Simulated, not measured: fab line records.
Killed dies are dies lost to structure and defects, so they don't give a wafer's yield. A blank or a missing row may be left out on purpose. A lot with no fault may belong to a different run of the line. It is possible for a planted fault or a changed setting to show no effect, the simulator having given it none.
Which tool is to blame? | flow n5-finfet | 10 lots, 30 wafers sampled, at 5 steps of a route of 1938

## WHAT EACH GAUGE READ, for each wafer
N5_BEOL_M14_CD_MEAS_10: the cd target is 250 nm.
lot  | measured     | on        | cd-nm (nm)
L863 | day 10 14:07 | cd-sem-02 | 248.1 248.7 248.0
L866 | day 11 16:08 | cd-sem-02 | 251.4 251.6 253.7
L865 | day 11 17:11 | cd-sem-02 | 251.5 247.4 250.0
L868 | day 11 21:31 | cd-sem-01 | 248.1 246.7 248.7
L869 | day 12 03:02 | cd-sem-02 | 251.6 248.1 251.1
L870 | day 12 10:50 | cd-sem-02 | 250.2 252.5 250.7
L875 | day 14 17:37 | cd-sem-02 | 253.1 253.1 252.9
L881 | day 15 22:20 | cd-sem-01 | 237.7 237.9 235.2
L884 | day 16 01:25 | cd-sem-03 | 248.2 250.0 249.0
L883 | day 16 14:01 | cd-sem-01 | 239.9 238.4 240.7

## WHICH TOOL RAN EACH LOT (tool, then ch and the chambers of the sampled wafers, then the start)
lot  | N5_BEOL_M13_ETCH_38                | N5_BEOL_M13_PRE_CLEAN_42     | N5_BEOL_M13_DEP_53              | N5_BEOL_M14_EXPOSE_07
L863 | rie-diel-04 ch 0,3, day 10 11:06   | pvd-sputter-03, day 10 11:52 | pecvd-01 ch 0, day 10 13:16     | krf-scanner-02 ch 0, day 10 13:56
L866 | rie-diel-04 ch 1,2,3, day 11 13:44 | pvd-sputter-03, day 11 14:09 | pecvd-01 ch 0,1,2, day 11 15:18 | krf-scanner-02 ch 0, day 11 15:58
L865 | rie-diel-04 ch 1,3, day 11 13:55   | pvd-sputter-03, day 11 15:14 | pecvd-01 ch 0,2, day 11 16:22   | krf-scanner-01 ch 0, day 11 17:01
L868 | rie-diel-04 ch 2,3, day 11 16:58   | pvd-sputter-01, day 11 19:38 | pecvd-04 ch 0,2, day 11 20:46   | krf-scanner-02 ch 0, day 11 21:21
L869 | rie-diel-04 ch 1,3, day 12 00:25   | pvd-sputter-02, day 12 01:03 | pecvd-01 ch 0,2, day 12 02:17   | krf-scanner-01 ch 0, day 12 02:52
L870 | rie-diel-04 ch 0,3, day 12 08:16   | pvd-sputter-01, day 12 08:56 | pecvd-04 ch 0,1,2, day 12 10:05 | krf-scanner-02 ch 0, day 12 10:40
L875 | rie-diel-03 ch 0,2, day 14 15:21   | pvd-sputter-01, day 14 15:37 | pecvd-01 ch 1,2, day 14 16:52   | krf-scanner-01 ch 0, day 14 17:26
L881 | rie-diel-05 ch 0,3, day 15 20:05   | pvd-sputter-03, day 15 20:34 | pecvd-01 ch 0,1,2, day 15 21:43 | krf-scanner-02 ch 0, day 15 22:10
L884 | rie-diel-03 ch 1,2,3, day 15 23:04 | pvd-sputter-02, day 15 23:32 | pecvd-03 ch 0,1,2, day 16 00:40 | krf-scanner-01 ch 0, day 16 01:14
L883 | rie-diel-03 ch 0,1,3, day 16 11:37 | pvd-sputter-02, day 16 12:08 | pecvd-03 ch 0,2, day 16 13:16   | krf-scanner-02 ch 0, day 16 13:50
- N5_BEOL_M13_ETCH_38: etches SiCN in CF4/N2, target depth 67.5 nm, time 71.9 s.
- N5_BEOL_M13_PRE_CLEAN_42: time 30 s.
- N5_BEOL_M13_DEP_53: deposits SiCN from 3MS/NH3, target thk 50 nm, time 17.8 s.
- N5_BEOL_M14_EXPOSE_07: exposes mask V13.

## THE ANSWER, worked out from the rows above alone
Rule: usual is defined by the lots themselves. Put in order of their means at a reading, lots are off if they are a third of the lots or fewer, leave a main group of 4 or more, and stand apart from it by a gap of 3 or more times the standard deviation of the main group's means; of several such gaps the widest counts. If all means in a main group match to the digits the tables above print for the reading, that group is not used. A lot without any number at a reading at which 4 lots or more have one is off too. Where the step has rows for the other lots, those lots are counted as sound.
Off: L881, L883, at N5_BEOL_M14_CD_MEAS_10 (cd-nm). Mean 250.2 nm and standard deviation 1.7 in the main group.
If a tool, at a process step before that reading, ran all the lots that are off and no sound lot after the first of them, it fits. The gauges at N5_BEOL_M14_CD_MEAS_10 are tried like those tools. This does not decide it: 2 tools fit, namely krf-scanner-02 at N5_BEOL_M14_EXPOSE_07 and cd-sem-01 at N5_BEOL_M14_CD_MEAS_10.

## WHAT THE SIMULATOR HAD PUT IN
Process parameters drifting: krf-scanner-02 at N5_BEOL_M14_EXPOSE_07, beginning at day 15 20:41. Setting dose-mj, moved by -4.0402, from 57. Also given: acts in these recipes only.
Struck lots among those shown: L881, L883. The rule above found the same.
